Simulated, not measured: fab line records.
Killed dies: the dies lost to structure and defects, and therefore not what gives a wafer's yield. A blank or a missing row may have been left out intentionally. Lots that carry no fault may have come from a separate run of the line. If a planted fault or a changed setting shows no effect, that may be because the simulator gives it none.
fab line records	flow nand_harc
record lots=24	wafers=72	last_day=34
route steps=1302 shown A_STAIRCASE@830 A_SGD_CUT@903 A_SLIT@933
lots that met no fault: from a run of the same line without faults
start_h: hours from the record's first day to the start of the lot's first wafer shown	wait_h: how many hours have passed since the lot's step before this one	" repeats the value in the row above	L1.1+2: a row that stands for several wafers	- either no value or no given start	* or withheld: withheld	< > ~ a bound
route shown NAME@n: a module of which the file shows steps, and the number in the route of the first	usual: mean/standard deviation of fault-free wafers	same: alike in all rows	chamber/n: place in a boat	sites: per-site readings	_std_site: how widely they spread, as a standard deviation	_edge_site: inner sites' mean taken away from outer sites' mean	radius_mm: for every site, how far away it sits from the centre of the wafer	mask NAME#n: copy n	behind: the tool/chamber that last shaped the wafer	hold: why the lot went on hold/how many hours it stayed there/how the hold came to an end	device: whichever transistor did not switch (one of n, p or np)	end of line: the route-end tests of the same wafers	where a step has no rows: the recipe by itself	killed: not the wafer's yield, but the dies lost to structure and defects at the first sort	map: shows each die of a wafer: x if killed, . if not, _ if none is there
set.NAME: the setting that was run; set.NAME@STEP: the one run at that earlier step	model.NAME: the simulator's own value behind a step, which no gauge read
route steps across a sampled set of lots; one table per step, one row per wafer
services: the hour from which a tool's chamber was out of use, counted from the record's first day as start_h (under 0 if before that day), plus the number of hours and why
## steps
# step NHARC_A_STAIRCASE_DESCUM_312
# recipe time_s=3	o2_flow_sccm=200	ar_flow_sccm=0	bias_power_w=0	chemistry=O2
# usual drypump_motor_current_A=5.8/0.51	oes_product_au=1.000/0.0061	rf_vpp_V=57.6/0.98	showerhead_plenum_p_Torr=1.90/0.098	throttle_valve_pct=11.311/0.0092
lot.wafer	tool	chamber	start_h	wait_h	drypump_motor_current_A	oes_product_au	rf_hours_counter_h	rf_vpp_V	showerhead_plenum_p_Torr	throttle_valve_pct
L074.4	rie_diel-06	0	391.21	-	5.2	0.998	25	56.8	1.81	11.308
L074.5	"	1	"	"	6.3	0.993	-	57.6	1.83	11.315
L074.6	"	2	"	"	6.1	0.996	-	58.0	2.03	11.319
L076.4	rie_diel-09	3	398.54	-	6.4	1.000	20	57.6	1.92	11.313
L076.2	"	0	"	"	6.0	0.996	22	57.3	1.79	11.326
L076.5	"	1	"	"	4.7	1.003	-	57.2	1.93	11.299
L075.3	rie_diel-09	3	400.69	-	6.4	0.997	22	56.0	1.92	11.321
L075.2	"	1	"	"	4.7	1.005	25	57.0	1.93	11.323
L075.5	"	2	"	"	6.1	1.006	-	58.8	2.07	11.289
L077.2	rie_diel-09	3	420.21	-	6.4	0.999	28	56.0	1.92	11.299
L077.3	"	0	"	"	6.0	0.991	30	56.9	1.79	11.301
L077.1	"	2	"	"	6.2	0.993	28	58.4	2.07	11.309
L078.1	rie_diel-01	0	420.38	-	5.4	0.996	15	58.3	1.87	11.315
L078.4	"	1	"	"	5.5	1.003	14	58.5	1.91	11.310
L078.3	"	2	"	"	5.7	1.001	11	58.3	2.05	11.322
L080.1	rie_diel-09	2	427.80	-	6.1	0.996	29	57.4	2.07	11.301
L080.3	"	1	"	"	4.7	0.993	33	58.3	1.93	11.322
L080.5	"	3	"	"	6.4	0.990	-	58.2	1.92	11.299
L079.1	rie_diel-06	2	429.49	-	6.2	0.990	38	58.1	2.02	11.312
L079.4	"	3	"	"	5.7	1.008	34	56.1	1.80	11.297
L079.2	"	1	"	"	6.3	0.994	39	57.6	1.83	11.299
L082.1	rie_diel-09	0	454.67	-	6.0	0.998	39	55.8	1.79	11.295
L082.3	"	3	"	"	6.4	0.998	36	58.2	1.92	11.325
L082.6	"	1	"	"	4.7	1.003	-	58.8	1.93	11.318
L081.1	rie_diel-01	1	459.23	-	5.5	0.995	22	57.8	1.91	11.327
L081.3	"	2	"	"	5.7	1.007	23	57.8	2.05	11.313
L081.4	"	3	"	"	5.8	0.999	23	57.2	1.81	11.297
L083.4	rie_diel-06	2	466.39	-	6.1	1.000	49	57.2	2.02	11.310
L083.1	"	1	"	"	6.3	1.003	51	57.8	1.82	11.312
L083.6	"	2	"	"	6.2	0.994	-	58.3	2.02	11.307
L085.1	rie_diel-09	3	483.60	-	6.4	0.997	44	57.3	1.92	11.304
L085.3	"	0	"	"	6.0	0.995	49	58.9	1.79	11.300
L085.2	"	1	"	"	4.7	0.999	53	57.3	1.92	11.310
L084.2	rie_diel-01	3	485.96	-	5.8	1.009	31	56.6	1.80	11.318
L084.6	"	0	"	"	5.4	0.995	-	57.5	1.87	11.323
L084.5	"	1	"	"	5.4	1.001	-	57.4	1.91	11.305
L086.4	rie_diel-06	3	504.18	-	5.7	1.012	5	56.2	1.79	11.304
L086.3	"	1	"	"	6.3	0.997	3	56.7	1.82	11.303
L086.6	"	3	"	"	5.7	1.015	-	57.1	1.79	11.308
L087.2	rie_diel-09	0	515.74	-	6.0	1.000	1	58.0	1.78	11.297
L087.6	"	2	"	"	6.1	0.996	-	59.6	2.06	11.296
L087.5	"	3	"	"	6.5	1.008	-	57.4	1.92	11.306
L088.4	rie_diel-06	0	528.71	-	5.2	1.002	9	57.8	1.80	11.327
L088.2	"	1	"	"	6.2	1.007	13	56.4	1.82	11.319
L088.5	"	0	"	"	5.2	1.006	-	57.2	1.80	11.304
L089.2	rie_diel-06	0	529.16	-	5.2	0.994	9	58.8	1.80	11.323
L089.4	"	3	"	"	5.6	1.004	14	56.2	1.79	11.308
L089.5	"	0	"	"	5.2	0.996	-	57.7	1.80	11.306
L090.4	rie_diel-09	0	544.05	-	6.0	0.994	11	56.5	1.78	11.310
L090.3	"	2	"	"	6.2	0.998	8	59.5	2.06	11.299
L090.6	"	1	"	"	4.7	1.013	-	58.3	1.92	11.316
L092.4	rie_diel-01	0	560.77	-	5.4	1.003	65	57.6	1.86	11.304
L092.2	"	1	"	"	5.5	1.008	56	57.1	1.90	11.312
L092.6	"	3	"	"	5.8	1.002	-	55.7	1.79	11.322
L091.4	rie_diel-09	1	562.21	-	4.7	1.014	20	57.4	1.92	11.314
L091.3	"	3	"	"	6.4	0.998	17	58.1	1.91	11.311
L091.6	"	2	"	"	6.2	0.998	-	58.5	2.05	11.307
L093.2	rie_diel-09	1	567.70	-	4.7	1.009	22	57.5	1.92	11.322
L093.5	"	2	"	"	6.1	1.001	-	56.9	2.05	11.309
L093.6	"	3	"	"	6.4	1.004	-	58.3	1.91	11.318
L094.2	rie_diel-01	3	585.16	-	5.8	0.995	2	55.7	1.79	11.307
L094.4	"	1	"	"	5.5	0.991	3	57.6	1.90	11.312
L094.6	"	3	"	"	5.8	0.999	-	57.3	1.79	11.324
L095.4	rie_diel-06	0	594.02	-	5.2	0.994	28	57.1	1.79	11.313
L095.2	"	1	"	"	6.2	0.998	35	58.5	1.81	11.325
L095.6	"	0	"	"	5.2	0.999	-	56.5	1.79	11.315
L097.4	rie_diel-06	3	621.06	-	5.7	1.008	44	56.2	1.78	11.310
L097.2	"	0	"	"	5.2	1.005	37	57.5	1.79	11.309
L097.6	"	3	"	"	5.7	1.003	-	58.0	1.78	11.293
L096.3	rie_diel-01	3	630.12	-	5.8	0.995	15	57.2	1.79	11.308
L096.2	"	0	"	"	5.4	1.001	16	57.3	1.85	11.321
L096.1	"	2	"	"	5.7	1.002	19	58.9	2.03	11.321
# step NHARC_A_STAIRCASE_CMP_450
# recipe target_thk_nm=200	material=SiO2
# usual motor_current_A=13.0/1.3
lot.wafer	tool	chamber	start_h	wait_h	motor_current_A
L074.4	cmp-04	0	436.15	-	13.2
L074.5	"	3	"	"	13.5
L074.6	"	0	"	"	14.3
L076.4	cmp-03	1	446.51	-	10.8
L076.2	"	3	"	"	12.2
L076.5	"	0	"	"	11.2
L075.2	cmp-04	1	447.33	-	12.9
L075.3	"	2	"	"	14.3
L075.5	"	1	"	"	12.7
L077.2	cmp-01	2	474.24	-	12.8
L077.3	"	3	"	"	13.4
L077.1	"	0	"	"	15.5
L079.2	cmp-03	3	474.41	-	13.0
L079.1	"	0	"	"	11.5
L079.4	"	1	"	"	10.5
L078.1	cmp-04	1	474.52	-	12.8
L078.3	"	3	"	"	12.3
L078.4	"	0	"	"	13.9
L080.1	cmp-03	1	477.31	-	11.4
L080.3	"	2	"	"	15.7
L080.5	"	1	"	"	11.3
L081.3	cmp-03	3	506.45	-	12.4
L081.1	"	1	"	"	10.9
L081.4	"	2	"	"	13.7
L082.1	cmp-01	3	507.18	-	12.4
L082.3	"	0	"	"	16.5
L082.6	"	3	"	"	13.5
L083.1	cmp-03	3	521.78	-	12.4
L083.4	"	1	"	"	10.9
L083.6	"	0	"	"	12.1
L085.2	cmp-04	1	535.26	-	13.0
L085.3	"	2	"	"	13.7
L085.1	"	3	"	"	12.9
L084.2	cmp-03	0	535.29	-	11.5
L084.5	"	2	"	"	14.8
L084.6	"	3	"	"	13.2
L086.3	cmp-04	0	551.80	-	13.2
L086.4	"	2	"	"	13.8
L086.6	"	0	"	"	12.9
L087.2	cmp-01	3	564.28	-	13.4
L087.6	"	1	"	"	12.1
L087.5	"	2	"	"	11.9
L088.4	cmp-01	2	572.96	-	12.0
L088.2	"	1	"	"	11.8
L088.5	"	2	"	"	11.8
L089.2	cmp-04	1	573.27	-	13.3
L089.4	"	3	"	"	13.2
L089.5	"	2	"	"	13.7
L090.3	cmp-01	2	598.18	-	11.9
L090.4	"	3	"	"	13.2
L090.6	"	1	"	"	11.8
L091.3	cmp-01	0	613.73	-	16.0
L091.4	"	1	"	"	11.4
L091.6	"	0	"	"	15.3
L092.4	cmp-03	1	613.87	-	11.1
L092.2	"	3	"	"	11.9
L092.6	"	2	"	"	13.7
L093.2	cmp-01	3	615.06	-	14.0
L093.6	"	1	"	"	12.1
L093.5	"	2	"	"	12.6
L094.2	cmp-01	1	635.10	-	11.8
L094.4	"	2	"	"	12.1
L094.6	"	3	"	"	13.2
L095.4	cmp-04	0	646.17	-	13.3
L095.2	"	1	"	"	12.2
L095.6	"	1	"	"	12.2
L097.2	cmp-01	1	667.03	-	12.3
L097.4	"	2	"	"	12.7
L097.6	"	0	"	"	16.1
L096.3	cmp-03	0	683.20	-	11.5
L096.1	"	2	"	"	14.4
L096.2	"	3	"	"	12.0
# step NHARC_A_SGD_CUT_INSPECT_11
# usual raw_defect_count=50/33
lot.wafer	tool	chamber	start_h	wait_h	raw_defect_count
L074.4	defect_inspect-01	-	438.73	0.0	15
L074.5	"	-	"	"	16
L074.6	"	-	"	"	18
L076.2	defect_inspect-01	-	449.10	0.0	104
L076.4	"	-	"	"	102
L076.5	"	-	"	"	106
L075.2	defect_inspect-02	-	449.92	0.0	12
L075.3	"	-	"	"	14
L075.5	"	-	"	"	26
L077.1	defect_inspect-01	-	477.03	0.0	19
L077.2	"	-	"	"	13
L077.3	"	-	"	"	13
L079.1	defect_inspect-02	-	477.18	0.0	120
L079.2	"	-	"	"	89
L079.4	"	-	"	"	107
L078.1	defect_inspect-01	-	477.34	0.0	17
L078.3	"	-	"	"	20
L078.4	"	-	"	"	25
L080.1	defect_inspect-01	-	480.45	0.0	21
L080.3	"	-	"	"	20
L080.5	"	-	"	"	18
L081.1	defect_inspect-01	-	509.15	0.0	57
L081.3	"	-	"	"	58
L081.4	"	-	"	"	57
L082.1	defect_inspect-01	-	510.09	0.0	75
L082.3	"	-	"	"	69
L082.6	"	-	"	"	60
L083.1	defect_inspect-01	-	524.48	0.0	21
L083.4	"	-	"	"	24
L083.6	"	-	"	"	23
L085.1	defect_inspect-01	-	537.96	0.0	18
L085.2	"	-	"	"	9
L085.3	"	-	"	"	14
L084.2	defect_inspect-01	-	538.12	0.0	83
L084.5	"	-	"	"	79
L084.6	"	-	"	"	90
L086.3	defect_inspect-02	-	554.56	0.0	83
L086.4	"	-	"	"	76
L086.6	"	-	"	"	77
L087.2	defect_inspect-02	-	566.97	0.0	18
L087.5	"	-	"	"	16
L087.6	"	-	"	"	30
L088.2	defect_inspect-02	-	575.69	0.0	56
L088.4	"	-	"	"	68
L088.5	"	-	"	"	80
L089.2	defect_inspect-01	-	575.97	0.0	106
L089.4	"	-	"	"	95
L089.5	"	-	"	"	89
L090.3	defect_inspect-01	-	600.75	0.0	55
L090.4	"	-	"	"	59
L090.6	"	-	"	"	56
L091.3	defect_inspect-02	-	616.43	0.0	71
L091.4	"	-	"	"	79
L091.6	"	-	"	"	72
L092.2	defect_inspect-01	-	616.60	0.0	49
L092.4	"	-	"	"	60
L092.6	"	-	"	"	62
L093.2	defect_inspect-01	-	617.62	0.0	51
L093.5	"	-	"	"	66
L093.6	"	-	"	"	61
L094.2	defect_inspect-02	-	637.68	0.0	33
L094.4	"	-	"	"	20
L094.6	"	-	"	"	17
L095.2	defect_inspect-02	-	649.04	0.0	17
L095.4	"	-	"	"	19
L095.6	"	-	"	"	24
L097.2	defect_inspect-02	-	669.78	0.0	8
L097.4	"	-	"	"	6
L097.6	"	-	"	"	5
L096.1	defect_inspect-02	-	686.16	0.0	98
L096.2	"	-	"	"	76
L096.3	"	-	"	"	80
# step NHARC_A_SGD_CUT_INSPECT_25
# usual raw_defect_count=362/71
lot.wafer	tool	chamber	start_h	wait_h	raw_defect_count
L074.4	defect_inspect-02	-	445.66	-	356
L074.5	"	-	"	"	305
L074.6	"	-	"	"	394
L076.2	defect_inspect-02	-	458.71	-	450
L076.4	"	-	"	"	313
L076.5	"	-	"	"	372
L075.2	defect_inspect-01	-	458.71	-	288
L075.3	"	-	"	"	261
L075.5	"	-	"	"	385
L077.1	defect_inspect-02	-	483.81	-	395
L077.2	"	-	"	"	312
L077.3	"	-	"	"	341
L079.1	defect_inspect-01	-	483.83	-	336
L079.2	"	-	"	"	418
L079.4	"	-	"	"	310
L078.1	defect_inspect-02	-	483.97	-	326
L078.3	"	-	"	"	360
L078.4	"	-	"	"	364
L080.1	defect_inspect-01	-	491.04	-	313
L080.3	"	-	"	"	362
L080.5	"	-	"	"	297
L081.1	defect_inspect-01	-	515.74	-	354
L081.3	"	-	"	"	280
L081.4	"	-	"	"	319
L082.1	defect_inspect-01	-	515.78	-	453
L082.3	"	-	"	"	412
L082.6	"	-	"	"	434
L083.1	defect_inspect-01	-	532.68	-	241
L083.4	"	-	"	"	221
L083.6	"	-	"	"	259
L085.1	defect_inspect-01	-	544.86	-	417
L085.2	"	-	"	"	352
L085.3	"	-	"	"	396
L084.2	defect_inspect-01	-	544.86	-	437
L084.5	"	-	"	"	441
L084.6	"	-	"	"	411
L086.3	defect_inspect-02	-	561.43	-	491
L086.4	"	-	"	"	571
L086.6	"	-	"	"	572
L087.2	defect_inspect-02	-	574.58	-	361
L087.5	"	-	"	"	307
L087.6	"	-	"	"	353
L089.2	defect_inspect-01	-	586.14	-	391
L089.4	"	-	"	"	381
L089.5	"	-	"	"	347
L088.2	defect_inspect-02	-	586.16	-	341
L088.4	"	-	"	"	319
L088.5	"	-	"	"	344
L090.3	defect_inspect-02	-	607.45	-	400
L090.4	"	-	"	"	387
L090.6	"	-	"	"	396
L093.2	defect_inspect-02	-	623.13	-	237
L093.5	"	-	"	"	410
L093.6	"	-	"	"	364
L091.3	defect_inspect-01	-	623.14	-	412
L091.4	"	-	"	"	346
L091.6	"	-	"	"	456
L092.2	defect_inspect-02	-	623.20	-	371
L092.4	"	-	"	"	356
L092.6	"	-	"	"	358
L094.2	defect_inspect-02	-	644.36	-	241
L094.4	"	-	"	"	301
L094.6	"	-	"	"	274
L095.2	defect_inspect-02	-	657.88	-	421
L095.4	"	-	"	"	345
L095.6	"	-	"	"	387
L097.2	defect_inspect-02	-	676.32	-	276
L097.4	"	-	"	"	223
L097.6	"	-	"	"	281
L096.1	defect_inspect-01	-	693.82	-	368
L096.2	"	-	"	"	368
L096.3	"	-	"	"	331
# step NHARC_A_SLIT_CD_MEAS_09
# recipe target_cd_nm=300	landing_energy_ev=500
# usual cd_nm=300.1/0.42
lot.wafer	tool	chamber	start_h	wait_h	cd_nm
L074.4	cd_sem-01	0	450.52	-	300.8
L074.5	"	0	"	"	300.3
L074.6	"	0	"	"	299.9
L075.2	cd_sem-01	0	463.56	-	300.1
L075.3	"	0	"	"	300.6
L075.5	"	0	"	"	300.9
L076.2	cd_sem-01	0	463.72	-	299.9
L076.4	"	0	"	"	299.9
L076.5	"	0	"	"	300.2
L077.1	cd_sem-03	0	489.55	-	300.6
L077.2	"	0	"	"	299.9
L077.3	"	0	"	"	300.3
L079.1	cd_sem-03	0	489.72	-	299.8
L079.2	"	0	"	"	300.0
L079.4	"	0	"	"	299.8
L078.1	cd_sem-03	0	493.29	-	300.3
L078.3	"	0	"	"	300.0
L078.4	"	0	"	"	300.6
L080.1	cd_sem-01	0	498.38	-	300.6
L080.3	"	0	"	"	299.7
L080.5	"	0	"	"	300.0
L081.1	cd_sem-01	0	520.58	-	299.9
L081.3	"	0	"	"	300.4
L081.4	"	0	"	"	300.0
L082.1	cd_sem-03	0	520.75	-	299.8
L082.3	"	0	"	"	300.2
L082.6	"	0	"	"	300.2
L083.1	cd_sem-03	0	539.04	-	300.7
L083.4	"	0	"	"	300.5
L083.6	"	0	"	"	299.6
L085.1	cd_sem-03	0	550.27	-	299.9
L085.2	"	0	"	"	299.8
L085.3	"	0	"	"	299.3
L084.2	cd_sem-01	0	550.96	-	300.1
L084.5	"	0	"	"	299.7
L084.6	"	0	"	"	299.7
L086.3	cd_sem-01	0	568.79	-	299.7
L086.4	"	0	"	"	300.0
L086.6	"	0	"	"	300.3
L087.2	cd_sem-01	0	579.31	-	300.7
L087.5	"	0	"	"	299.7
L087.6	"	0	"	"	300.1
L089.2	cd_sem-01	0	592.47	-	299.7
L089.4	"	0	"	"	301.0
L089.5	"	0	"	"	301.6
L088.2	cd_sem-03	0	594.72	-	299.9
L088.4	"	0	"	"	300.1
L088.5	"	0	"	"	300.0
L090.3	cd_sem-03	0	617.79	-	300.3
L090.4	"	0	"	"	299.5
L090.6	"	0	"	"	299.8
L093.2	cd_sem-03	0	627.98	-	300.7
L093.5	"	0	"	"	300.2
L093.6	"	0	"	"	300.7
L091.3	cd_sem-01	0	628.15	-	299.3
L091.4	"	0	"	"	299.9
L091.6	"	0	"	"	299.9
L092.2	cd_sem-02	0	628.86	-	299.7
L092.4	"	0	"	"	299.9
L092.6	"	0	"	"	300.9
L094.2	cd_sem-02	0	649.17	-	299.8
L094.4	"	0	"	"	299.4
L094.6	"	0	"	"	299.7
L095.2	cd_sem-02	0	662.77	-	300.8
L095.4	"	0	"	"	300.4
L095.6	"	0	"	"	300.4
L097.2	cd_sem-03	0	682.17	-	299.8
L097.4	"	0	"	"	300.2
L097.6	"	0	"	"	300.0
L096.1	cd_sem-02	0	698.84	-	299.7
L096.2	"	0	"	"	299.8
L096.3	"	0	"	"	299.4
# step NHARC_A_SLIT_ETCH_24
# recipe target_depth_a=1210	time_s=60.5	cf4_flow_sccm=100	chf3_flow_sccm=30	ar_flow_sccm=0	rf_w=500	bias_w=200	chemistry=CF4/CHF3
# usual drypump_motor_current_A=5.8/0.49	oes_product_au=0.954/0.018	rf_vpp_V=370.6/2.5	showerhead_plenum_p_Torr=1.57/0.07	throttle_valve_pct=16.801/0.0086
lot.wafer	tool	chamber	start_h	wait_h	drypump_motor_current_A	oes_product_au	rf_hours_counter_h	rf_vpp_V	showerhead_plenum_p_Torr	throttle_valve_pct
L074.4	rie_diel-03	0	450.79	0.1	5.8	0.927	6.7	370.7	1.59	16.806
L074.6	"	3	"	"	5.6	0.918	-	367.4	1.47	16.794
L074.5	"	0	"	"	5.8	0.918	-	370.5	1.59	16.789
L075.3	rie_diel-13	0	463.85	0.1	5.9	0.958	7.4	372.2	1.62	16.804
L075.2	"	1	"	"	6.1	0.957	6.6	371.2	1.59	16.808
L075.5	"	1	"	"	6.1	0.959	-	370.9	1.58	16.805
L076.4	rie_diel-02	1	464.00	0.1	6.0	0.970	4.9	373.9	1.68	16.800
L076.2	"	2	"	"	5.7	0.959	5.4	369.8	1.55	16.791
L076.5	"	1	"	"	6.0	0.979	-	373.7	1.68	16.794
L077.2	rie_diel-13	2	489.82	0.1	5.2	0.956	9.0	368.2	1.47	16.799
L077.1	"	0	"	"	5.9	0.972	9.5	370.4	1.62	16.815
L077.3	"	1	"	"	6.1	0.983	8.4	370.4	1.58	16.797
L079.1	rie_diel-02	3	490.00	0.1	5.4	0.949	5.9	367.4	1.48	16.789
L079.4	"	0	"	"	6.3	0.969	1.6	373.2	1.62	16.795
L079.2	"	1	"	"	6.0	0.951	6.2	374.5	1.68	16.803
L078.3	rie_diel-13	3	493.56	0.1	6.2	0.969	9.2	368.1	1.52	16.802
L078.1	"	1	"	"	6.1	0.982	9.3	369.6	1.58	16.795
L078.4	"	2	"	"	5.2	0.971	9.9	366.3	1.47	16.799
L080.1	rie_diel-13	2	498.65	0.1	5.2	0.921	10.4	367.8	1.47	16.794
L080.3	"	3	"	"	6.2	0.927	10.2	368.6	1.52	16.809
L080.5	"	3	"	"	6.2	0.919	-	369.1	1.52	16.792
L081.4	rie_diel-03	0	520.86	0.1	5.8	0.941	1.7	372.7	1.59	16.806
L081.3	"	1	"	"	4.7	0.953	1.5	371.9	1.64	16.805
L081.1	"	2	"	"	6.6	0.930	1.5	372.6	1.66	16.814
L082.3	rie_diel-02	3	521.03	0.1	5.4	0.982	7.6	366.6	1.48	16.806
L082.1	"	1	"	"	6.0	0.955	8.5	374.2	1.67	16.805
L082.6	"	2	"	"	5.7	0.971	-	369.5	1.55	16.795
L083.4	rie_diel-03	3	539.33	0.1	5.5	0.959	3.0	366.8	1.47	16.798
L083.1	"	0	"	"	5.7	0.975	3.6	373.1	1.59	16.806
L083.6	"	1	"	"	4.7	0.988	-	372.7	1.64	16.791
L085.3	rie_diel-03	1	550.56	0.1	4.7	0.962	4.4	373.2	1.64	16.798
L085.2	"	2	"	"	6.6	0.952	3.8	374.0	1.65	16.808
L085.1	"	0	"	"	5.7	0.963	4.3	371.8	1.59	16.797
L084.2	rie_diel-02	0	551.23	0.1	6.3	0.935	5.4	374.0	1.62	16.800
L084.5	"	3	"	"	5.4	0.935	-	365.2	1.48	16.791
L084.6	"	0	"	"	6.3	0.948	-	372.8	1.62	16.806
L086.3	rie_diel-02	1	569.05	0.1	6.0	0.963	12.6	372.7	1.67	16.802
L086.4	"	0	"	"	6.3	0.983	7.4	372.2	1.62	16.806
L086.6	"	2	"	"	5.7	0.952	-	369.8	1.55	16.803
L087.2	rie_diel-03	1	579.58	0.1	4.7	0.981	6.3	373.9	1.64	16.812
L087.5	"	1	"	"	4.7	0.977	-	373.3	1.64	16.787
L087.6	"	2	"	"	6.6	0.956	-	373.3	1.65	16.812
L089.4	rie_diel-02	3	592.74	0.1	5.4	0.952	0.6	366.6	1.48	16.807
L089.2	"	0	"	"	6.3	0.974	0.8	371.7	1.62	16.816
L089.5	"	2	"	"	5.7	0.953	-	370.6	1.55	16.803
L088.2	rie_diel-03	1	594.99	0.1	4.7	0.938	6.9	373.3	1.64	16.815
L088.4	"	2	"	"	6.6	0.947	7.1	374.9	1.65	16.792
L088.5	"	1	"	"	4.7	0.935	-	372.4	1.64	16.788
L090.3	rie_diel-13	2	618.05	0.1	5.2	0.949	5.3	366.8	1.47	16.798
L090.4	"	3	"	"	6.2	0.953	5.1	368.5	1.52	16.798
L090.6	"	2	"	"	5.2	0.954	-	367.7	1.47	16.792
L093.2	rie_diel-03	1	628.27	0.1	4.7	0.954	8.0	373.0	1.64	16.810
L093.6	"	0	"	"	5.8	0.957	-	372.1	1.59	16.800
L093.5	"	1	"	"	4.7	0.953	-	372.3	1.64	16.820
L091.3	rie_diel-13	3	628.42	0.1	6.2	0.933	5.7	368.4	1.52	16.803
L091.4	"	0	"	"	5.9	0.936	5.2	371.9	1.62	16.810
L091.6	"	3	"	"	6.2	0.931	-	367.8	1.52	16.794
L092.4	rie_diel-02	3	629.13	0.1	5.4	0.916	2.2	367.6	1.48	16.804
L092.2	"	1	"	"	6.0	0.934	2.3	373.5	1.67	16.803
L092.6	"	0	"	"	6.3	0.926	-	371.9	1.61	16.795
L094.4	rie_diel-02	1	649.44	0.1	6.0	0.976	3.4	372.1	1.67	16.800
L094.2	"	2	"	"	5.7	0.975	3.3	369.4	1.54	16.802
L094.6	"	1	"	"	6.0	0.964	-	374.2	1.67	16.811
L095.2	rie_diel-13	3	663.06	0.1	6.2	0.954	7.9	369.3	1.52	16.812
L095.4	"	1	"	"	6.1	0.978	7.6	372.0	1.58	16.814
L095.6	"	2	"	"	5.2	0.966	-	367.6	1.47	16.828
L097.2	rie_diel-02	2	682.45	0.1	5.7	0.938	5.1	368.4	1.54	16.810
L097.4	"	3	"	"	5.4	0.949	5.3	368.5	1.48	16.810
L097.6	"	0	"	"	6.3	0.942	-	371.6	1.61	16.793
L096.2	rie_diel-02	1	699.12	0.1	6.0	0.976	6.2	373.2	1.67	16.812
L096.3	"	3	"	"	5.4	0.951	6.3	366.7	1.48	16.799
L096.1	"	0	"	"	6.3	0.966	5.9	371.8	1.61	16.800
## services
tool	chamber	start_h	hours	kind
cmp-01	-	381.55	4.0	pm
rie_diel-09	3	384.61	4.6	repair
cmp-01	-	390.91	0.4	repair
rie_diel-02	-	393.70	9.0	pm
rie_diel-06	0	420.24	6.2	repair
rie_diel-09	0	421.94	3.4	repair
cmp-01	-	453.17	0.4	repair
cmp-03	-	456.00	4.0	pm
cmp-03	-	466.03	0.3	repair
cmp-01	-	479.64	4.0	pm
rie_diel-06	-	485.02	9.0	pm
rie_diel-02	3	491.57	3.0	repair
rie_diel-09	-	499.71	9.0	pm
rie_diel-02	2	513.73	5.6	repair
rie_diel-06	0	545.26	7.5	repair
cmp-01	-	546.28	0.2	repair
rie_diel-02	-	570.70	9.0	pm
cmp-01	-	577.64	4.0	pm
cmp-01	-	659.90	0.8	repair
cmp-01	-	664.05	0.3	repair
cmp-01	-	664.96	0.2	repair
cmp-01	-	675.64	4.0	pm
rie_diel-09	-	676.71	9.0	pm
rie_diel-02	0	692.46	5.0	repair
## key
fault none
